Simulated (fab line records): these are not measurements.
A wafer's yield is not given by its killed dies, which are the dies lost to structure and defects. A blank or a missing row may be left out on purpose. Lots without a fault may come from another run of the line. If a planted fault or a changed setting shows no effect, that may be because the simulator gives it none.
The same fault as seen by 2 desks | flow n5 finfet | each desk holds nothing but its own numbers, with what lay behind them at the end

## DESK OF THE TOOL OWNER: rie diel-03
The tool's own readings at N5_HKMG_FIN_ETCH_58 (etches SOC in N2/H2, target depth 215.8 nm, time 741 s): means of the sampled wafers that have a number, for each lot that ran on this tool. Any lot whose mean is over 4 standard deviations away from the usual mean is out of limits and marked OUT; that distance is given in the brackets.
Columns: A = drypump motor current A at N5_HKMG_FIN_ETCH_58, usual 5.7 A; B = oes product au at N5_HKMG_FIN_ETCH_58, usual 0.82 a.u.; C = rf vpp V at N5_HKMG_FIN_ETCH_58, usual 99.1 V; D = run length s at N5_HKMG_FIN_ETCH_58, usual 764.4 s; E = showerhead plenum p Torr at N5_HKMG_FIN_ETCH_58, usual 2.54 Torr; F = throttle valve pct at N5_HKMG_FIN_ETCH_58, usual 17.71 %
lot  | first seen here | A   | B    | C    | D                       | E    | F
L461 | day 4 08:58     | 5.8 | 0.82 | 99.0 | 764.6                   | 2.61 | 17.47
L465 | day 5 17:34     | 5.5 | 0.88 | 98.9 | 679.4 (-99 or more) OUT | 2.66 | 17.19
L467 | day 6 01:01     | 5.7 | 0.89 | 99.5 | 721.8 (-91) OUT         | 2.63 | 17.29
L478 | day 8 12:32     | 5.7 | 0.82 | 99.0 | 764.3                   | 2.60 | 17.37
L483 | day 10 02:26    | 5.7 | 0.83 | 99.6 | 764.9                   | 2.65 | 17.33
This desk finds L465, L467 out of limits, L465 being first, at day 5 17:34 (run length s at N5_HKMG_FIN_ETCH_58). L461, L478, L483 stayed within limits.

## AT THE METROLOGY DESK
Lot by lot, what the gauges showed, no matter which tool ran the lot: averages of those sampled wafers that carry a number. Any lot whose mean is over 4 standard deviations away from the usual mean is out of limits and marked OUT; that distance is given in the brackets. Shown are 7 of the 14 readings it has, namely the first that went out of limits plus those furthest out on some lot.
Columns: A = DIBL_N at N5_BEOL_M4_RC_MEAS_101, usual 36.0 mV/V; B = IOFF_N at N5_BEOL_M4_RC_MEAS_101, usual 0.155 nA/um; C = IOFF_N_85C at N5_BEOL_M4_RC_MEAS_101, usual 3.0 nA/um; D = IOFF_N_LIN at N5_BEOL_M4_RC_MEAS_101, usual 0.072 nA/um; E = IOFF_N_LONG at N5_BEOL_M4_RC_MEAS_101, usual 5.52e-05 nA/um; F = VT_N at N5_BEOL_M4_RC_MEAS_101, usual 250.4 mV; G = VT_N_LONG at N5_BEOL_M4_RC_MEAS_101, usual 275.2 mV
lot  | first seen here | A    | B                | C              | D                | E                   | F                | G
L461 | day 8 17:25     | 35.1 | 0.118            | 2.4            | 0.059            | 5.22e-05            | 254.7            | 277.5
L465 | day 9 22:37     | 40.5 | 0.328 (+6.0) OUT | 5.6 (+5.7) OUT | 0.139 (+6.1) OUT | 7.74e-05 (+7.7) OUT | 236.4 (-4.8) OUT | 264.7 (-5.5) OUT
L467 | day 10 07:43    | 37.3 | 0.248            | 4.6            | 0.113            | 7.28e-05 (+6.1) OUT | 240.9            | 267.6
L471 | day 10 21:57    | 36.0 | 0.151            | 2.9            | 0.070            | 5.33e-05            | 252.0            | 275.9
L478 | day 12 19:56    | 37.3 | 0.187            | 3.5            | 0.085            | 5.74e-05            | 246.8            | 274.5
L477 | day 12 21:11    | 36.2 | 0.159            | 3.1            | 0.073            | 4.92e-05            | 252.4            | 279.3
L480 | day 13 15:59    | 37.6 | 0.168            | 3.2            | 0.076            | 5.33e-05            | 248.6            | 275.4
L483 | day 13 23:31    | 37.1 | 0.166            | 3.2            | 0.077            | 5.49e-05            | 249.6            | 275.1
Per this desk, out of limits: L465, L467; the first was L465, day 9 22:37 (IOFF_N at N5_BEOL_M4_RC_MEAS_101). L461, L471, L478, L477, L480, L483 stayed within limits.

## TAKEN TOGETHER
An alarm could have come from the tool owner's desk at day 5 17:34, on L465, L467.
At day 9 22:37 the metrology desk could have sounded an alarm, on L465, L467.
All the named lots went through N5_HKMG_FIN_ETCH_58 on rie diel-03.

## WHAT HAD BEEN PUT IN BY THE SIMULATOR
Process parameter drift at N5_HKMG_FIN_ETCH_58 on rie diel-03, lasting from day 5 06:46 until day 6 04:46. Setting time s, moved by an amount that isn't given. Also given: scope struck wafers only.
Lots struck among those shown: L465, L467.
Fault start to first reading out of limits, in hours, per desk: tool owner, 11; metrology, 112.
